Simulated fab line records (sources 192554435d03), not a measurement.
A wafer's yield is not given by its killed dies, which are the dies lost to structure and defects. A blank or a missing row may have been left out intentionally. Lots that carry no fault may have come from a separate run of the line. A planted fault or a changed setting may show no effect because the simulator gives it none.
fab line records	flow n5-finfet
[record] lots = 5	wafers = 15	last-day = 17
route steps=1938 shown FIN_SAQP@102
lots that met no fault: taken from a fault-free run of the same line
start-h: the number of hours between the record's first day and the start of the first shown wafer of the lot	wait-h: time in hours since the lot's previous step	" repeats the value in the row above	L1.1+2: several wafers, shown together as one row	- no value present, or no start provided	* or withheld: withheld	< > ~ a bound
route shown NAME@n: NAME is a module with steps in the file, n the number in the route of the first one	usual: average and standard deviation across the fault-free wafers	same: alike in all rows	chamber/n: place in a boat	sites: each site's reading	_std_site: standard deviation across them	_edge_site: the outer-site mean with the inner-site mean subtracted	radius-mm: for every site, how far away it sits from the centre of the wafer	mask NAME#n: copy n	behind: the most recent tool/chamber to have shaped the wafer	hold: why the lot was held/for how many hours/how that ended	device: which transistor (n, p or np) failed to switch	end of line: at the end of the route, the tests of the same wafers	step lacking rows: just its recipe	killed: not the wafer's yield, but the dies lost to structure and defects at the first sort	map: a wafer's dies, x killed, . not, _ none there
set.NAME: the setting that was run; set.NAME@STEP: the one run at that earlier step	model.NAME: the simulator's own value behind a step, which no gauge read
lots at selected steps of the route; one table per step, one row per wafer
services: from which hour (start-h, from the record's first day; less than 0 if before it) a tool's chamber was out of use, for how many hours, and why
[[steps]]
[step N5_FIN_SAQP_HM_DEP_72]
[recipe] material = SiO2	target-thk-a = 120	temp-c = 400	precursor = SiH4/N2O	pressure-torr = 0.75	rf-w = 275	time-s = 7.2
[usual] heater-power-w = 772/120	rf-fwd-power-W = 272.8/1.1	showerhead-plenum-p-Torr = 8.08/0.13	susceptor-temp-C = 399.99/0.23
lot.wafer	tool	chamber	start-h	wait-h	heater-power-w	rf-fwd-power-W	showerhead-plenum-p-Torr	susceptor-temp-C
L074.1	pecvd-01	2	21.63	0.0	1007	274.3	8.01	399.80
L074.2	"	1	"	"	831	272.1	7.89	400.33
L074.4	"	2	"	"	1012	274.0	8.01	399.60
L075.1	pecvd-02	0	27.77	0.0	704	272.0	8.31	400.01
L075.3	"	1	"	"	696	273.8	8.05	399.95
L075.5	"	2	"	"	586	273.5	8.27	399.92
L085.3	pecvd-04	0	88.51	0.0	836	273.6	8.04	400.20
L085.4	"	0	"	"	821	272.8	8.01	400.09
L085.6	"	2	"	"	826	273.6	8.10	400.05
L089.2	pecvd-04	1	111.35	0.0	741	270.9	8.19	399.52
L089.3	"	0	"	"	787	273.5	8.00	400.17
L089.4	"	2	"	"	876	273.5	8.10	400.22
L092.2	pecvd-01	0	129.27	0.0	737	272.0	7.98	400.13
L092.5	"	0	"	"	733	273.0	7.99	399.82
L092.6	"	2	"	"	1020	273.9	7.99	400.24
[step N5_FIN_SAQP_COAT_49]
[recipe] resist = SOC	temp-c = 250	time-s = 60	spin-rpm = 1500	resist-thk-nm = 100
[usual] plate-temp-C = 250.01/0.18
lot.wafer	tool	chamber	start-h	wait-h	plate-temp-C
L074.1	litho-track-01	0	21.73	0.1	250.23
L074.2	"	0	"	"	249.96
L074.4	"	0	"	"	249.94
L075.1	litho-track-01	0	27.84	0.1	249.93
L075.3	"	0	"	"	250.04
L075.5	"	0	"	"	250.20
L085.3	litho-track-05	0	88.59	0.1	249.78
L085.4	"	0	"	"	250.02
L085.6	"	0	"	"	249.90
L089.2	litho-track-05	0	111.42	0.1	250.07
L089.3	"	0	"	"	250.21
L089.4	"	0	"	"	249.98
L092.2	litho-track-02	0	129.35	0.1	249.76
L092.5	"	0	"	"	249.86
L092.6	"	0	"	"	249.91
[step N5_FIN_SAQP_COAT_50]
[recipe] resist = SiARC	temp-c = 220	time-s = 60	spin-rpm = 1500	resist-thk-nm = 35
[usual] plate-temp-C = 220.01/0.17
lot.wafer	tool	chamber	start-h	wait-h	plate-temp-C
L074.1	litho-track-01	0	-	-	219.88
L074.2	"	0	"	"	220.05
L074.4	"	0	"	"	219.90
L075.1	litho-track-01	0	-	-	220.30
L075.3	"	0	"	"	220.35
L075.5	"	0	"	"	220.30
L085.3	litho-track-05	0	-	-	220.13
L085.4	"	0	"	"	220.27
L085.6	"	0	"	"	220.39
L089.2	litho-track-05	0	-	-	220.13
L089.3	"	0	"	"	219.87
L089.4	"	0	"	"	220.07
L092.2	litho-track-02	0	-	-	220.12
L092.5	"	0	"	"	219.98
L092.6	"	0	"	"	220.25
[step N5_FIN_SAQP_COAT_10]
[recipe] resist = CAR-ArF	spin-rpm = 1500	resist-thk-nm = 90
lot.wafer	tool	chamber	start-h	wait-h
L074.1+2+4	litho-track-01	0	-	-
L075.1+3+5	litho-track-01	0	-	-
L085.3+4+6	litho-track-05	0	-	-
L089.2+3+4	litho-track-05	0	-	-
L092.2+5+6	litho-track-02	0	-	-
[step N5_FIN_SAQP_EBR_12]
[recipe] solvent = PGMEA	ebr-width-mm = 1.5
lot.wafer	tool	chamber	start-h	wait-h
L074.1+2+4	litho-track-01	0	-	-
L075.1+3+5	litho-track-01	0	-	-
L085.3+4+6	litho-track-05	0	-	-
L089.2+3+4	litho-track-05	0	-	-
L092.2+5+6	litho-track-02	0	-	-
[step N5_FIN_SAQP_SOFTBAKE_11]
[recipe] temp-c = 110	time-s = 60	resist = CAR-ArF
[usual] plate-temp-C = 109.97/0.12
lot.wafer	tool	chamber	start-h	wait-h	plate-temp-C
L074.1	litho-track-01	0	-	-	109.97
L074.2	"	0	"	"	109.82
L074.4	"	0	"	"	109.88
L075.1	litho-track-01	0	-	-	109.99
L075.3	"	0	"	"	109.73
L075.5	"	0	"	"	109.93
L085.3	litho-track-05	0	-	-	109.97
L085.4	"	0	"	"	109.93
L085.6	"	0	"	"	109.95
L089.2	litho-track-05	0	-	-	110.14
L089.3	"	0	"	"	109.87
L089.4	"	0	"	"	110.04
L092.2	litho-track-02	0	-	-	109.75
L092.5	"	0	"	"	110.08
L092.6	"	0	"	"	110.16
[step N5_FIN_SAQP_EXPOSE_13]
[recipe] mask-id = FIN_CORE	na = 1.35	source-shape = dipole	sigma-inner = 0.538	sigma-outer = 0.738	polarization = te	target-cd-nm = 35.6	dose-mj = 63.25
[usual] reticle-temp-C = 23.01/0.11
[same] dipole-opening-deg = 40
lot.wafer	tool	chamber	start-h	wait-h	mask	reticle-temp-C
L074.1	arfi-scanner-02	0	21.85	-	FIN_CORE#0	23.06
L074.2	"	0	"	"	FIN_CORE#0	23.07
L074.4	"	0	"	"	FIN_CORE#0	23.10
L075.1	arfi-scanner-03	0	28.08	-	FIN_CORE#0	23.06
L075.3	"	0	"	"	FIN_CORE#0	22.91
L075.5	"	0	"	"	FIN_CORE#0	23.05
L085.3	arfi-scanner-02	0	88.72	-	FIN_CORE#0	23.03
L085.4	"	0	"	"	FIN_CORE#0	23.01
L085.6	"	0	"	"	FIN_CORE#0	23.00
L089.2	arfi-scanner-02	0	111.67	-	FIN_CORE#0	22.92
L089.3	"	0	"	"	FIN_CORE#0	23.00
L089.4	"	0	"	"	FIN_CORE#0	22.95
L092.2	arfi-scanner-03	0	129.60	-	FIN_CORE#0	22.98
L092.5	"	0	"	"	FIN_CORE#0	23.12
L092.6	"	0	"	"	FIN_CORE#0	23.13
[step N5_FIN_SAQP_PEB_14]
[recipe] peb-temp-c = withheld	peb-time-s = 60	resist = CAR-ArF
lot.wafer	tool	chamber	start-h	wait-h
L074.1+2+4	litho-track-02	0	21.91	0.1
L075.1+3+5	litho-track-01	0	28.14	0.1
L085.3+4+6	litho-track-05	0	88.77	0.0
L089.2+3+4	litho-track-01	0	111.73	0.0
L092.2+5+6	litho-track-05	0	129.65	0.0
[step N5_FIN_SAQP_DEVELOP_15]
[recipe] develop-time-s = 30	developer = TMAH	resist = CAR-ArF	dev-temp-c = 23	rinse-liquid = diw	dry = air-spin
lot.wafer	tool	chamber	start-h	wait-h
L074.1+2+4	litho-track-02	0	-	-
L075.1+3+5	litho-track-01	0	-	-
L085.3+4+6	litho-track-05	0	-	-
L089.2+3+4	litho-track-01	0	-	-
L092.2+5+6	litho-track-05	0	-	-
[step N5_FIN_SAQP_CD_MEAS_16]
[recipe] target-cd-nm = 35.6	landing-energy-ev = 500	detector = se-inlens
[usual] cd-nm = 35.8/0.42
lot.wafer	tool	chamber	start-h	wait-h	cd-nm
L074.1	cd-sem-02	0	21.97	-	35.8
L074.2	"	0	"	"	36.1
L074.4	"	0	"	"	36.2
L075.1	cd-sem-03	0	28.21	-	35.4
L075.3	"	0	"	"	36.1
L075.5	"	0	"	"	35.8
L085.3	cd-sem-02	0	88.84	-	36.1
L085.4	"	0	"	"	36.5
L085.6	"	0	"	"	35.7
L089.2	cd-sem-02	0	111.79	-	35.4
L089.3	"	0	"	"	35.5
L089.4	"	0	"	"	36.0
L092.2	cd-sem-03	0	129.72	-	36.2
L092.5	"	0	"	"	36.3
L092.6	"	0	"	"	35.3
[step N5_FIN_SAQP_OVL_MEAS_17]
[recipe] points-per-wafer = 44
[usual] FIN_CORE_OVL = -0.7/0.87
lot.wafer	tool	chamber	start-h	wait-h	FIN_CORE_OVL[nm]
L074.1	overlay-02	0	22.01	0.0	-1.0
L074.2	"	0	"	"	-0.4
L074.4	"	0	"	"	-0.6
L075.1	overlay-01	0	28.25	0.0	0.0
L075.3	"	0	"	"	0.3
L075.5	"	0	"	"	-1.1
L085.3	overlay-02	0	88.88	0.0	-0.5
L085.4	"	0	"	"	0.9
L085.6	"	0	"	"	-0.9
L089.2	overlay-01	0	111.83	0.0	-0.2
L089.3	"	0	"	"	-0.9
L089.4	"	0	"	"	0.0
L092.2	overlay-02	0	129.76	0.0	-0.9
L092.5	"	0	"	"	0.3
L092.6	"	0	"	"	0.4
[step N5_FIN_SAQP_INSPECT_18]
[recipe] mode = adi	inspect-instrument = brightfield
[usual] raw-defect-count = 440/130
lot.wafer	tool	chamber	start-h	wait-h	raw-defect-count
L074.1	defect-inspect-02	-	22.04	0.0	419
L074.2	"	-	"	"	299
L074.4	"	-	"	"	442
L075.1	defect-inspect-02	-	28.28	0.0	549
L075.3	"	-	"	"	384
L075.5	"	-	"	"	571
L085.3	defect-inspect-02	-	88.90	0.0	298
L085.4	"	-	"	"	224
L085.6	"	-	"	"	329
L089.2	defect-inspect-02	-	111.86	0.0	477
L089.3	"	-	"	"	327
L089.4	"	-	"	"	462
L092.2	defect-inspect-02	-	129.79	0.0	360
L092.5	"	-	"	"	422
L092.6	"	-	"	"	461
[step N5_FIN_SAQP_DESCUM_21]
[recipe] chemistry = O2	time-s = 7.9	source-power-w = 50	bias-power-w = 20	pressure-mtorr = 20	rf-frequency-hz = 2.712e+07	temp-c = 40	resist = CAR-ArF	o2-flow-sccm = 225
[usual] drypump-motor-current-A = 5.7/0.4	oes-product-au = 0.76/0.082	rf-fwd-power-W = 49.31/0.2	rf-vpp-V = 242.7/1.3	showerhead-plenum-p-Torr = 2.06/0.066	temp-c = 39.99/0.11	throttle-valve-pct = 20.39/0.3
lot.wafer	tool	chamber	start-h	wait-h	drypump-motor-current-A	oes-product-au	rf-fwd-power-W	rf-hours-counter-h	rf-vpp-V	showerhead-plenum-p-Torr	temp-c	throttle-valve-pct
L074.1	rie-diel-04	3	22.07	0.0	5.3	0.70	49.41	239	240.5	2.06	40.02	20.24
L074.2	"	0	"	"	5.6	0.73	49.29	180	242.0	2.02	40.12	20.35
L074.4	"	1	"	"	5.2	0.75	49.42	129	242.6	2.03	40.07	19.98
L075.1	rie-diel-04	0	28.37	0.1	5.6	0.73	49.28	182	241.5	2.01	40.05	20.34
L075.3	"	3	"	"	5.3	0.69	49.50	241	243.5	2.05	39.90	20.26
L075.5	"	3	"	"	5.3	0.69	49.53	-	243.7	2.05	39.90	20.26
L085.3	rie-diel-05	2	89.06	0.2	5.1	0.72	49.49	179	243.7	2.17	39.98	20.22
L085.4	"	3	"	"	5.6	0.68	49.37	239	242.5	2.05	40.26	20.58
L085.6	"	1	"	"	6.0	0.93	49.10	-	241.8	2.07	40.11	20.16
L089.2	rie-diel-06	1	111.89	0.0	6.0	0.73	49.30	209	242.7	2.09	39.91	20.86
L089.3	"	2	"	"	5.5	0.72	48.90	171	241.4	1.99	40.10	20.41
L089.4	"	1	"	"	6.0	0.72	49.44	-	243.6	2.09	40.05	20.85
L092.2	rie-diel-04	3	129.82	0.0	5.3	0.91	49.60	15	243.8	2.05	40.12	19.86
L092.5	"	3	"	"	5.3	0.91	49.68	-	243.3	2.05	39.96	19.87
L092.6	"	2	"	"	5.8	0.72	49.41	-	244.0	2.19	39.85	20.65
[step N5_FIN_SAQP_ETCH_51]
[recipe] chemistry = CF4	target = SiARC	target-depth-a = 455	mask-material = CAR-ArF	time-s = 75.8	ion-energy-ev = 80	pressure-mtorr = 40	source-w = 545	bias-w = 36	Ar_flow_sccm = 100	cf4-flow-sccm = 100	ends = cleared
[usual] bias-w = 36.02/0.12	drypump-motor-current-A = 5.7/0.4	etch-rf-on-time-s = 75.2/2	oes-product-au = 0.65/0.074	rf-fwd-power-W = 538.6/2.3	rf-vpp-V = 183.6/1.3	showerhead-plenum-p-Torr = 2.11/0.065	throttle-valve-pct = 15.56/0.26
lot.wafer	tool	chamber	start-h	wait-h	bias-w	drypump-motor-current-A	etch-rf-on-time-s	oes-product-au	rf-fwd-power-W	rf-hours-counter-h	rf-vpp-V	showerhead-plenum-p-Torr	throttle-valve-pct
L074.1	rie-diel-04	3	22.11	0.0	35.85	5.3	74.7	0.60	538.6	239	183.7	2.11	15.57
L074.2	"	0	"	"	35.91	5.6	75.3	0.62	539.3	180	182.0	2.06	15.46
L074.4	"	1	"	"	35.98	5.2	76.2	0.65	538.7	129	181.9	2.07	15.26
L075.1	rie-diel-04	0	28.41	0.0	36.15	5.6	75.6	0.62	537.1	182	183.7	2.05	15.49
L075.3	"	3	"	"	35.98	5.3	74.8	0.60	541.0	241	184.3	2.11	15.58
L075.5	"	3	"	"	36.21	5.3	74.6	0.61	541.0	-	185.1	2.11	15.58
L085.3	rie-diel-05	2	89.10	0.0	36.00	5.1	78.3	0.61	542.7	179	185.8	2.24	15.56
L085.4	"	3	"	"	36.09	5.6	75.6	0.58	540.4	239	183.3	2.13	15.90
L085.6	"	1	"	"	36.03	6.1	73.3	0.80	533.9	-	183.3	2.11	15.18
L089.2	rie-diel-06	1	111.92	0.0	36.08	6.0	71.8	0.63	536.2	209	184.7	2.11	15.94
L089.3	"	2	"	"	36.05	5.5	77.2	0.62	539.1	171	183.1	2.03	15.64
L089.4	"	1	"	"	36.07	6.0	71.6	0.62	539.1	-	183.5	2.11	15.95
L092.2	rie-diel-04	3	129.86	0.0	35.86	5.3	75.3	0.79	540.0	15	184.1	2.10	15.12
L092.5	"	3	"	"	35.97	5.3	74.7	0.80	542.4	-	184.2	2.10	15.09
L092.6	"	2	"	"	35.99	5.8	76.8	0.64	535.2	-	185.0	2.21	15.68
[step N5_FIN_SAQP_ETCH_52]
[recipe] chemistry = N2/H2	target = SOC	target-depth-a = 1000	overetch-a = 200	mask-material = SiARC	temp-c = 40	time-s = 150	ion-energy-ev = 200	pressure-mtorr = 30	source-w = 840	bias-w = 150	n2-flow-sccm = 200	h2-flow-sccm = 200	ends = end-point
[usual] bias-w = 150.0/0.46	drypump-motor-current-A = 5.7/0.41	oes-product-au = 0.68/0.07	rf-fwd-power-W = 835.9/2.6	rf-vpp-V = 522.7/2.3	showerhead-plenum-p-Torr = 2.50/0.085	temp-c = 40.01/0.11	throttle-valve-pct = 17.80/0.27
lot.wafer	tool	chamber	start-h	wait-h	bias-w	drypump-motor-current-A	oes-product-au	rf-fwd-power-W	rf-hours-counter-h	rf-vpp-V	showerhead-plenum-p-Torr	temp-c	throttle-valve-pct
L074.1	rie-diel-04	3	22.16	0.0	151.1	5.4	0.63	832.0	239	521.9	2.50	39.92	17.70
L074.2	"	0	"	"	149.7	5.6	0.65	833.6	180	521.3	2.43	39.88	17.79
L074.4	"	1	"	"	150.6	5.2	0.68	831.8	129	520.4	2.45	39.83	17.35
L075.1	rie-diel-04	0	28.46	0.0	150.3	5.6	0.65	839.5	182	519.9	2.43	39.94	17.81
L075.3	"	3	"	"	150.4	5.4	0.63	838.2	241	523.9	2.50	40.02	17.72
L075.5	"	3	"	"	149.9	5.4	0.63	838.3	-	521.8	2.50	40.03	17.70
L085.3	rie-diel-05	2	89.15	0.0	149.7	5.1	0.66	840.0	179	525.0	2.65	39.95	17.68
L085.4	"	3	"	"	149.7	5.6	0.61	838.1	239	523.3	2.53	39.88	18.35
L085.6	"	1	"	"	148.9	6.1	0.83	833.8	-	521.8	2.52	40.16	17.58
L089.2	rie-diel-06	1	111.98	0.0	150.1	6.0	0.63	834.7	209	522.7	2.51	40.10	18.14
L089.3	"	2	"	"	150.5	5.5	0.66	837.2	171	519.8	2.45	40.08	18.12
L089.4	"	1	"	"	150.0	6.0	0.63	836.9	-	521.8	2.51	39.93	18.12
L092.2	rie-diel-04	3	129.91	0.0	150.8	5.3	0.82	834.3	15	522.1	2.49	39.98	17.27
L092.5	"	3	"	"	150.7	5.3	0.82	834.5	-	522.6	2.49	39.98	17.28
L092.6	"	2	"	"	149.6	5.7	0.66	835.5	-	527.6	2.65	39.88	18.01
[step N5_FIN_SAQP_STRIP_53]
[recipe] chemistry = N2/H2	temp-c = 40	n2-flow-sccm = 200	h2-flow-sccm = 200	rf-frequency-hz = 6e+07
lot.wafer	tool	chamber	start-h	wait-h
L074.1+2+4	rie-diel-04	3,0,1	22.26	0.0
L075.1+3+5	rie-diel-04	0,3,3	28.56	0.0
L085.3+4+6	rie-diel-05	2,3,1	89.25	0.0
L089.2+3+4	rie-diel-06	1,2,1	112.08	0.0
L092.2+5+6	rie-diel-04	3,3,2	130.01	0.0
[step N5_FIN_SAQP_HM_OPEN_73]
[recipe] chemistry = CHF3/O2	target = SiO2	stop-on = a-Si	target-depth-a = 120	over-etch-frac = 1.8	mask-material = SOC	time-s = 16.8	pressure-mtorr = 30	source-w = 650	bias-w = 170	Ar_flow_sccm = 200	CHF3_flow_sccm = 50	O2_flow_sccm = 5	ion-energy-ev = 200	ends = end-point
[usual] O2_flow_sccm = 5.000/0.016	bias-w = 169.9/0.5	drypump-motor-current-A = 5.7/0.4	oes-product-au = 0.46/0.048	rf-fwd-power-W = 644.0/2.4	rf-vpp-V = 518/10	showerhead-plenum-p-Torr = 2.37/0.076	throttle-valve-pct = 18.75/0.24
lot.wafer	tool	chamber	start-h	wait-h	O2_flow_sccm	bias-w	drypump-motor-current-A	oes-product-au	rf-fwd-power-W	rf-hours-counter-h	rf-vpp-V	showerhead-plenum-p-Torr	throttle-valve-pct
L074.1	rie-diel-04	3	22.27	0.0	4.998	170.3	5.4	0.42	651.6	239	519	2.39	18.86
L074.2	"	0	"	"	5.010	169.6	5.6	0.43	641.8	180	513	2.32	18.70
L074.4	"	1	"	"	5.032	170.1	5.2	0.46	640.6	129	515	2.31	18.34
L075.1	rie-diel-04	0	28.57	0.0	5.026	171.0	5.6	0.43	644.7	182	514	2.32	18.70
L075.3	"	3	"	"	4.988	170.8	5.3	0.42	643.9	241	520	2.39	18.86
L075.5	"	3	"	"	4.989	170.6	5.3	0.42	646.6	-	519	2.39	18.86
L085.3	rie-diel-05	2	89.26	0.0	4.989	170.9	5.1	0.44	642.5	179	520	2.52	18.76
L085.4	"	3	"	"	5.008	170.1	5.6	0.41	644.6	239	504	2.40	19.14
L085.6	"	1	"	"	4.998	169.5	6.1	0.56	640.4	-	520	2.38	18.52
L089.2	rie-diel-06	1	112.09	0.0	4.973	170.3	6.0	0.42	644.2	209	525	2.36	19.01
L089.3	"	2	"	"	4.995	169.7	5.4	0.44	644.1	171	541	2.28	18.75
L089.4	"	1	"	"	4.975	170.1	6.0	0.42	643.9	-	526	2.36	19.03
L092.2	rie-diel-04	3	130.02	0.0	5.027	170.6	5.4	0.54	645.6	15	518	2.38	18.47
L092.5	"	3	"	"	5.013	170.9	5.4	0.55	643.9	-	518	2.38	18.48
L092.6	"	2	"	"	4.997	170.4	5.8	0.44	642.9	-	511	2.49	18.90
[step N5_FIN_SAQP_STRIP_74]
[recipe] chemistry = CHF3/O2	resist = SiARC	rf-frequency-hz = 6e+07
lot.wafer	tool	chamber	start-h	wait-h
L074.1+2+4	rie-diel-04	3,0,1	22.32	0.0
L075.1+3+5	rie-diel-04	0,3,3	28.62	0.0
L085.3+4+6	rie-diel-05	2,3,1	89.31	0.0
L089.2+3+4	rie-diel-06	1,2,1	112.14	0.0
L092.2+5+6	rie-diel-04	3,3,2	130.07	0.0
[[services]]
tool	chamber	start-h	hours	kind
pecvd-01	0	2.06	18.8	repair
pecvd-01	-	2.89	1.8	repair
arfi-scanner-03	-	6.45	4.9	pm
rie-diel-06	3	7.58	5.4	repair
rie-diel-05	-	11.67	0.7	repair
rie-diel-04	3	15.43	4.5	repair
rie-diel-04	-	29.97	0.6	repair
arfi-scanner-02	-	36.53	1.0	pm
pecvd-04	2	41.72	6.6	repair
rie-diel-05	3	46.35	2.7	repair
arfi-scanner-03	-	48.07	0.8	pm
pecvd-04	0	52.84	12.6	repair
arfi-scanner-02	-	54.72	1.3	pm
rie-diel-06	-	59.51	0.8	repair
rie-diel-05	2	59.86	3.2	repair
arfi-scanner-02	-	60.92	1.0	pm
arfi-scanner-03	-	61.43	1.3	pm
rie-diel-05	-	63.26	0.9	repair
arfi-scanner-03	-	65.10	1.4	repair
arfi-scanner-03	-	84.91	1.4	repair
rie-diel-05	2	90.55	4.2	repair
rie-diel-06	0	107.86	29.5	repair
rie-diel-05	2	112.56	7.4	repair
arfi-scanner-02	-	114.04	0.8	pm
[[key]]
fault none
